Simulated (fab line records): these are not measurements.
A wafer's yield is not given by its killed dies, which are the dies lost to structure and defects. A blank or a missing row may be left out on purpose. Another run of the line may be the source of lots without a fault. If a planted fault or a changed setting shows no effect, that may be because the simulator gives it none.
Which tool was responsible? | flow n5Finfet | 14 lots with 42 wafers sampled at 4 steps, on a route of 1938 steps

== WHAT THE GAUGES SHOWED, per wafer ==
N5_BEOL_M14_OVL_MEAS_11. Usual: V13_OVL typically reads 0 nm, with standard deviation 5.
lot  | measured     | on         | V13_OVL (nm) | flag
L440 | day 11 05:40 | overlay-02 | -1 8 -1      | 
L442 | day 11 06:13 | overlay-02 | 4 6 -7       | 
L441 | day 11 11:09 | overlay-01 | 8 -3 4       | 
L444 | day 11 21:23 | overlay-02 | 0 -9 -1      | 
L443 | day 11 22:48 | overlay-01 | -8 -2 -3     | 
L445 | day 12 04:04 | overlay-01 | -2 -2 3      | 
L448 | day 13 04:16 | overlay-01 | -7 -7 -7     | 
L449 | day 13 04:41 | overlay-01 | 5 -1 3       | 
L450 | day 13 09:35 | overlay-02 | -1 -2 2      | 
L451 | day 13 18:01 | overlay-02 | 4 3 9        | 
L455 | day 15 00:14 | overlay-02 | 2 -1 0       | 
L460 | day 15 19:22 | overlay-02 | -1 7 2       | 
L459 | day 16 01:52 | overlay-01 | -13 3 -10    | 
L462 | day 16 11:23 | overlay-02 | 0 4 -7       | 

N5_BEOL_M14_INSPECT_12: inspects for defects (macro). Usual: rawDefectCount reads 2.3 (standard deviation 1.3).
lot  | measured     | on               | rawDefectCount | flag
L440 | day 11 05:41 | defectInspect-02 | 1 2 2          | 
L442 | day 11 06:14 | defectInspect-01 | 1 4 3          | 
L441 | day 11 11:11 | defectInspect-01 | 3 2 4          | 
L444 | day 11 21:24 | defectInspect-02 | 2 5 3          | 
L443 | day 11 22:49 | defectInspect-02 | 2 1 1          | 
L445 | day 12 04:05 | defectInspect-01 | 1 3 4          | 
L448 | day 13 04:18 | defectInspect-01 | 2 1 2          | 
L449 | day 13 04:43 | defectInspect-02 | 5 3 5          | 
L450 | day 13 09:37 | defectInspect-01 | 0 1 2          | 
L451 | day 13 18:02 | defectInspect-01 | 2 4 4          | 
L455 | day 15 00:16 | defectInspect-01 | 1 2 1          | 
L460 | day 15 19:24 | defectInspect-01 | 0 2 1          | 
L459 | day 16 01:53 | defectInspect-01 | 2 1 3          | 
L462 | day 16 11:25 | defectInspect-01 | 0 1 2          | 

N5_BEOL_M14_CD_MEAS_28 targets a cd of 284.4 nm. Usual: cdNm reads 286.2 nm (standard deviation 2.4).
lot  | measured     | on       | cdNm (nm)         | flag
L440 | day 11 07:07 | cdSem-03 | 279.9 285.2 280.7 | 
L442 | day 11 07:20 | cdSem-01 | 286.7 284.3 286.7 | 
L441 | day 11 12:10 | cdSem-02 | 289.1 288.5 289.5 | 
L444 | day 11 22:12 | cdSem-01 | 286.5 289.6 286.6 | 
L443 | day 11 23:39 | cdSem-03 | 283.6 287.5 286.0 | 
L445 | day 12 04:53 | cdSem-01 | 285.9 285.5 289.0 | 
L448 | day 13 05:13 | cdSem-03 | 283.6 287.1 287.5 | 
L449 | day 13 05:46 | cdSem-02 | 286.1 283.5 288.7 | 
L450 | day 13 10:24 | cdSem-03 | 286.4 284.1 287.7 | 
L451 | day 13 18:58 | cdSem-03 | 288.4 288.8 287.7 | 
L455 | day 15 01:11 | cdSem-01 | 286.6 285.3 286.4 | 
L460 | day 15 20:19 | cdSem-02 | - - -             | OFF
L459 | day 16 02:41 | cdSem-02 | - - -             | OFF
L462 | day 16 12:20 | cdSem-03 | 290.3 287.6 288.9 | 

== EACH LOT AND THE TOOL THAT RAN IT (in order: tool; ch and the chambers of the sampled wafers; start) ==
lot  | N5_BEOL_M14_DEVELOP_27
L440 | lithoTrack-02 ch 0, day 11 07:01
L442 | lithoTrack-01 ch 0, day 11 07:14
L441 | lithoTrack-04 ch 0, day 11 12:04
L444 | lithoTrack-04 ch 0, day 11 22:05
L443 | lithoTrack-02 ch 0, day 11 23:32
L445 | lithoTrack-01 ch 0, day 12 04:47
L448 | lithoTrack-02 ch 0, day 13 05:07
L449 | lithoTrack-02 ch 0, day 13 05:39
L450 | lithoTrack-01 ch 0, day 13 10:17
L451 | lithoTrack-02 ch 0, day 13 18:51
L455 | lithoTrack-02 ch 0, day 15 01:05
L460 | lithoTrack-01, day 15 20:13
L459 | lithoTrack-02, day 16 02:34
L462 | lithoTrack-04 ch 0, day 16 12:14
- N5_BEOL_M14_DEVELOP_27: develop time 45 s.

== AS READ BY THE TOOLS THEMSELVES (means over the sampled wafers that have a number; for cases with no such wafer, the mark the record gives instead) ==
N5_BEOL_M14_DEVELOP_27. Usual: chillPlateTempC reads 22.97 C (standard deviation 0.11).
lot  | tool          | chillPlateTempC (C) | flag
L440 | lithoTrack-02 | 23.03               | 
L442 | lithoTrack-01 | 22.96               | 
L441 | lithoTrack-04 | 22.99               | 
L444 | lithoTrack-04 | 23.08               | 
L443 | lithoTrack-02 | 22.85               | 
L445 | lithoTrack-01 | 22.97               | 
L448 | lithoTrack-02 | 22.96               | 
L449 | lithoTrack-02 | 22.95               | 
L450 | lithoTrack-01 | 22.88               | 
L451 | lithoTrack-02 | 22.90               | 
L455 | lithoTrack-02 | 22.80               | 
L460 | lithoTrack-01 | -                   | OFF
L459 | lithoTrack-02 | -                   | OFF
L462 | lithoTrack-04 | 22.86               | 

== THE ANSWER, worked out from the rows above alone ==
Rule: a lot is off if the mean of its wafers that have a number lies more than 3 standard deviations from the usual mean. A lot without any number at a reading at which 4 lots or more have one is off too. The other lots that the step has rows for count as sound. First the gauges in route order, then the tools' own readings, where a lot's mean is used as printed above. The first step at which some lot is off is used, and at that step the reading that is off furthest; a lot without a number counts as furthest.
Off at N5_BEOL_M14_CD_MEAS_28 (cdNm): L460, L459. Without a number there: L460, L459.
A tool fits if, at a process step before that reading, it ran every lot that is off, and no sound lot after the first of them. The gauges at N5_BEOL_M14_CD_MEAS_28 aren't tried: what is off there is off at N5_BEOL_M14_DEVELOP_27 too, on other tools, and a gauge's error can't cause that. No candidate that was tried fits.

== WHAT THE SIMULATOR HAD PUT IN ==
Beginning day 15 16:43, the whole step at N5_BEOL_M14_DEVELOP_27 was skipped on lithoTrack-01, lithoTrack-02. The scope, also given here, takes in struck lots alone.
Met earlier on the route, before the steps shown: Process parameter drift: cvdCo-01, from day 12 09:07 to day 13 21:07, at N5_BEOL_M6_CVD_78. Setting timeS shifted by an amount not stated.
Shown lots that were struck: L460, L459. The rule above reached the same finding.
